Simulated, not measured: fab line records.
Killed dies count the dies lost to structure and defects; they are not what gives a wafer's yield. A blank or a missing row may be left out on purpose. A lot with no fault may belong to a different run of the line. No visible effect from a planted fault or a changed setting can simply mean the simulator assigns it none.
Which tool is to blame? | flow n5-finfet | 9 lots with 27 wafers sampled at 5 steps, on a route of 1938 steps

WHAT THE GAUGES READ, wafer by wafer
N5_BEOL_M4_RC_MEAS_101. Usual: DIBL_N 35.8 mV/V, standard deviation 1.8; DIBL_P 35.9 mV/V, standard deviation 2.2; IOFF_N 0.16 nA/um, standard deviation 0.035; IOFF_P 0.21 nA/um, standard deviation 0.04; ION_N 672 uA/um, standard deviation 11; ION_P 461 uA/um, standard deviation 7.4; RS_NWELL 1038 ohm/sq, standard deviation 7.1; SS_N 71.4 mV/dec, standard deviation 0.64; SS_P 73.2 mV/dec, standard deviation 0.67; VT_N 250 mV, standard deviation 3.5; VT_P -251 mV, standard deviation 3.4.
lot  | measured     | on        | DIBL_N (mV/V)  | DIBL_P (mV/V)  | IOFF_N (nA/um) | IOFF_P (nA/um) | ION_N (uA/um) | ION_P (uA/um) | RS_NWELL (ohm/sq) | SS_N (mV/dec)  | SS_P (mV/dec)  | VT_N (mV)   | VT_P (mV)      | flag
L676 | day 7 19:40  | prober-02 | 35.0 35.8 35.0 | 34.4 36.3 35.2 | 0.15 0.17 0.15 | 0.16 0.19 0.17 | 664 691 671   | 450 467 459   | 1045 1038 1033    | 71.5 72.1 72.0 | 73.0 73.8 72.7 | 250 248 248 | -254 -252 -252 |
L680 | day 8 20:38  | prober-02 | 37.6 34.5 35.5 | 39.3 35.6 37.1 | 0.21 0.15 0.17 | 0.27 0.21 0.24 | 679 670 676   | 467 459 473   | 1041 1038 1035    | 72.1 71.0 71.4 | 73.9 72.9 73.0 | 247 250 251 | -246 -247 -248 |
L681 | day 9 08:31  | prober-01 | 35.9 35.0 36.8 | 37.2 35.8 37.1 | 0.16 0.14 0.17 | 0.21 0.20 0.21 | 671 669 675   | 464 459 464   | 1050 1032 1039    | 72.0 71.6 71.9 | 73.4 72.8 73.3 | 250 252 250 | -250 -254 -249 |
L682 | day 10 00:50 | prober-01 | 38.6 36.7 35.0 | 40.7 37.9 36.7 | 0.21 0.17 0.13 | 0.24 0.19 0.17 | 691 683 665   | 467 459 451   | 1036 1041 1035    | 72.3 72.1 71.1 | 73.7 72.5 72.8 | 247 249 254 | -250 -251 -255 |
L684 | day 9 22:04  | prober-02 | 36.3 38.0 36.0 | 36.0 39.9 36.2 | 0.15 0.19 0.15 | 0.18 0.26 0.19 | 663 677 667   | 455 462 458   | 950 954 953       | 71.7 71.8 71.1 | 73.6 74.1 73.6 | 251 249 249 | -253 -249 -251 | OFF
L686 | day 10 06:25 | prober-01 | 38.0 38.2 36.5 | 37.8 37.2 35.5 | 0.20 0.20 0.17 | 0.24 0.23 0.20 | 686 677 687   | 463 461 469   | 935 943 954       | 71.9 72.3 71.7 | 74.3 73.8 74.4 | 244 248 249 | -250 -251 -252 | OFF
L692 | day 12 01:48 | prober-02 | 31.7 34.5 33.8 | 31.2 35.6 34.5 | 0.09 0.13 0.12 | 0.13 0.19 0.18 | 654 667 667   | 456 461 469   | 1034 1030 1033    | 70.2 70.7 70.6 | 71.9 73.1 72.2 | 258 251 251 | -256 -251 -251 |
L696 | day 12 18:34 | prober-02 | 35.1 36.7 34.3 | 36.4 38.3 35.3 | 0.15 0.19 0.14 | 0.23 0.26 0.21 | 668 679 669   | 461 472 466   | 1043 1027 1037    | 71.7 72.2 71.8 | 73.3 72.9 72.9 | 248 246 252 | -248 -245 -248 |
L698 | day 13 21:09 | prober-02 | 35.9 35.5 35.3 | 34.6 34.3 33.3 | 0.14 0.14 0.12 | 0.20 0.20 0.19 | 676 683 669   | 467 466 464   | 1042 1037 1039    | 70.8 71.0 70.5 | 73.0 72.3 72.7 | 249 249 254 | -252 -251 -252 |

TOOL THAT RAN EACH LOT (tool first, then ch and the chambers of the sampled wafers, then the start)
lot  | N5_ZERO_LAYER_DESCUM_16           | N5_ZERO_LAYER_ETCH_18           | N5_WELL_APT_IMPLANT_14         | N5_PMOS_HMC_CHANNEL_EPI_FIN_RECESS_16
L676 | rie-diel-01 ch 1,2,3, day 1 12:43 | rie-si-06 ch 1,2,3, day 1 12:50 | implanter-02 ch 0, day 1 13:56 | rie-si-01 ch 0,1,2, day 1 18:26
L680 | rie-diel-06 ch 0,1, day 2 12:49   | rie-si-06 ch 1,2, day 2 12:55   | implanter-01 ch 0, day 2 13:58 | rie-si-05 ch 0,1,3, day 2 17:41
L681 | rie-diel-06 ch 0,1, day 2 18:41   | rie-si-06 ch 0,1, day 2 18:47   | implanter-02 ch 0, day 2 20:02 | rie-si-01 ch 1,3, day 2 23:41
L682 | rie-diel-06 ch 0,1,3, day 3 01:04 | rie-si-04 ch 1,3, day 3 01:10   | implanter-01 ch 0, day 3 02:17 | rie-si-01 ch 0,1,2, day 3 06:08
L684 | rie-diel-01 ch 0,1, day 3 12:48   | rie-si-03 ch 1,2,3, day 3 12:55 | implanter-02 ch 0, day 3 14:35 | rie-si-05 ch 1,2,3, day 3 18:23
L686 | rie-diel-06 ch 2,3, day 4 00:54   | rie-si-03 ch 0,2,3, day 4 01:00 | implanter-02 ch 0, day 4 02:08 | rie-si-05 ch 0,1,2, day 4 06:42
L692 | rie-diel-03 ch 0,2,3, day 5 12:50 | rie-si-03 ch 0,2,3, day 5 12:56 | implanter-01 ch 0, day 5 14:16 | rie-si-05 ch 0,1,2, day 5 17:53
L696 | rie-diel-06 ch 1,2,3, day 6 12:49 | rie-si-03 ch 1,2,3, day 6 12:56 | implanter-02 ch 0, day 6 14:25 | rie-si-01 ch 0,1,3, day 6 19:05
L698 | rie-diel-06 ch 0,1,2, day 7 00:49 | rie-si-06 ch 1,2, day 7 00:55   | implanter-01 ch 0, day 7 01:56 | rie-si-02 ch 0,1, day 7 06:16
- N5_ZERO_LAYER_DESCUM_16: chemistry O2, time 7.9 s.
- N5_ZERO_LAYER_ETCH_18: etches Si in HBr/Cl2, target depth 120 nm, time 40 s.
- N5_WELL_APT_IMPLANT_14
- N5_PMOS_HMC_CHANNEL_EPI_FIN_RECESS_16: chemistry HBr/Cl2, target Si, target depth 54 nm, time 18 s.

WHAT THE TOOLS THEMSELVES READ (means of the sampled wafers that have a number; where no wafer has one, the mark that the record gives instead)
N5_ZERO_LAYER_DESCUM_16. Usual: chamber-pressure-mTorr 20.000 mTorr, standard deviation 0.018; drypump-motor-current-A 5.7 A, standard deviation 0.46; oes-product-au 0.79 a.u., standard deviation 0.094; rf-fwd-power-W 49.36 W, standard deviation 0.24; rf-vpp-V 242.7 V, standard deviation 1; showerhead-plenum-p-Torr 2.06 Torr, standard deviation 0.056; throttle-valve-pct 20.5 %, standard deviation 0.32.
lot  | tool        | chamber-pressure-mTorr (mTorr) | drypump-motor-current-A (A) | oes-product-au (a.u.) | rf-fwd-power-W (W) | rf-vpp-V (V) | showerhead-plenum-p-Torr (Torr) | throttle-valve-pct (%) | flag
L676 | rie-diel-01 | 20.004                         | 6.2                         | 0.82                  | 49.39              | 242.9        | 2.08                            | 20.4                   |
L680 | rie-diel-06 | 20.032                         | 5.6                         | 0.83                  | 49.24              | 242.0        | 2.00                            | 20.1                   |
L681 | rie-diel-06 | 19.994                         | 5.6                         | 0.81                  | 49.29              | 242.8        | 2.00                            | 20.1                   |
L682 | rie-diel-06 | 19.993                         | 5.5                         | 0.83                  | 49.58              | 241.6        | 2.01                            | 20.2                   |
L684 | rie-diel-01 | 19.981                         | 5.9                         | 0.85                  | 49.07              | 242.8        | 2.05                            | 20.3                   |
L686 | rie-diel-06 | 19.993                         | 5.3                         | 0.78                  | 49.31              | 242.6        | 2.04                            | 20.5                   |
L692 | rie-diel-03 | 19.991                         | 5.5                         | 0.82                  | 49.64              | 243.6        | 2.08                            | 20.6                   |
L696 | rie-diel-06 | 20.002                         | 5.4                         | 0.75                  | 49.21              | 242.6        | 2.02                            | 20.4                   |
L698 | rie-diel-06 | 20.015                         | 5.8                         | 0.79                  | 49.12              | 242.3        | 2.04                            | 20.3                   |

N5_ZERO_LAYER_ETCH_18. Usual: chamber-pressure-mTorr 10.000 mTorr, standard deviation 0.0086; drypump-motor-current-A 5.6 A, standard deviation 0.39; oes-product-au 1.008 a.u., standard deviation 0.015; rf-fwd-power-W 796.0 W, standard deviation 2.4; throttle-valve-pct 36.31 %, standard deviation 0.27.
lot  | tool      | chamber-pressure-mTorr (mTorr) | drypump-motor-current-A (A) | oes-product-au (a.u.) | rf-fwd-power-W (W) | throttle-valve-pct (%) | flag
L676 | rie-si-06 | 9.994                          | 5.5                         | 1.016                 | 797.1              | 36.40                  |
L680 | rie-si-06 | 9.997                          | 5.2                         | 1.014                 | 796.5              | 36.07                  |
L681 | rie-si-06 | 10.010                         | 5.5                         | 1.014                 | 794.6              | 36.12                  |
L682 | rie-si-04 | 10.002                         | 5.7                         | 1.005                 | 798.2              | 36.20                  |
L684 | rie-si-03 | 10.009                         | 5.6                         | 1.009                 | 797.5              | 36.20                  |
L686 | rie-si-03 | 10.005                         | 5.6                         | 1.004                 | 795.2              | 36.32                  |
L692 | rie-si-03 | 9.999                          | 5.6                         | 1.003                 | 795.2              | 36.31                  |
L696 | rie-si-03 | 10.002                         | 5.5                         | 1.008                 | 796.6              | 36.19                  |
L698 | rie-si-06 | 10.000                         | 5.1                         | 1.017                 | 797.4              | 36.13                  |

N5_WELL_APT_IMPLANT_14. Usual: dose-ions-cm2 1.4998e+13, standard deviation 1.7e+10; faraday-current-uA 190, standard deviation 3.6.
lot  | tool         | dose-ions-cm2 | faraday-current-uA | flag
L676 | implanter-02 | 1.4991e+13    | 190                |
L680 | implanter-01 | 1.5022e+13    | 190                |
L681 | implanter-02 | 1.4996e+13    | 192                |
L682 | implanter-01 | 1.4995e+13    | 189                |
L684 | implanter-02 | 1.7693e+13    | 221                | OFF
L686 | implanter-02 | 1.7688e+13    | 227                | OFF
L692 | implanter-01 | 1.5007e+13    | 188                |
L696 | implanter-02 | 1.4997e+13    | 189                |
L698 | implanter-01 | 1.4977e+13    | 191                |

N5_PMOS_HMC_CHANNEL_EPI_FIN_RECESS_16. Usual: chamber-pressure-mTorr 9.999 mTorr, standard deviation 0.0098; drypump-motor-current-A 5.6 A, standard deviation 0.53; oes-product-au 1.003 a.u., standard deviation 0.015; rf-fwd-power-W 795.2 W, standard deviation 2.5; throttle-valve-pct 35.5 %, standard deviation 0.43.
lot  | tool      | chamber-pressure-mTorr (mTorr) | drypump-motor-current-A (A) | oes-product-au (a.u.) | rf-fwd-power-W (W) | throttle-valve-pct (%) | flag
L676 | rie-si-01 | 9.989                          | 5.4                         | 0.989                 | 795.0              | 35.7                   |
L680 | rie-si-05 | 10.003                         | 5.4                         | 1.003                 | 792.5              | 35.5                   |
L681 | rie-si-01 | 9.998                          | 5.8                         | 0.994                 | 795.4              | 35.6                   |
L682 | rie-si-01 | 9.993                          | 5.4                         | 0.989                 | 794.3              | 35.7                   |
L684 | rie-si-05 | 10.011                         | 5.6                         | 0.992                 | 792.0              | 35.4                   |
L686 | rie-si-05 | 10.008                         | 5.3                         | 0.996                 | 793.7              | 35.7                   |
L692 | rie-si-05 | 10.001                         | 5.3                         | 1.004                 | 796.1              | 35.7                   |
L696 | rie-si-01 | 9.994                          | 5.7                         | 0.995                 | 795.5              | 35.8                   |
L698 | rie-si-02 | 9.997                          | 6.0                         | 1.000                 | 794.8              | 35.3                   |

THE ANSWER, worked out from the rows above alone
Rule: take the mean of a lot's wafers that have a number; if it is more than 3 standard deviations from the usual mean, the lot is off. A lot without any number at a reading at which 4 lots or more have one is off too. Any other lot the step has rows for is counted as sound. Order of review: gauges by route order, followed by the tools' own readings, for which a lot's mean as printed above is used. At the first step where some lot is off, the reading lying furthest off is the one used; lots without a number count as furthest.
Off: L684, L686, at N5_BEOL_M4_RC_MEAS_101 (RS_NWELL).
If a tool, at a process step before that reading, ran all the lots that are off and no sound lot after the first of them, it fits. Not tried: the gauges at N5_BEOL_M4_RC_MEAS_101; whatever is off there is also off at N5_WELL_APT_IMPLANT_14, on other tools, and gauge error can't account for it. Not one of the candidates tried fits.

WHAT WAS PUT IN BY THE SIMULATOR
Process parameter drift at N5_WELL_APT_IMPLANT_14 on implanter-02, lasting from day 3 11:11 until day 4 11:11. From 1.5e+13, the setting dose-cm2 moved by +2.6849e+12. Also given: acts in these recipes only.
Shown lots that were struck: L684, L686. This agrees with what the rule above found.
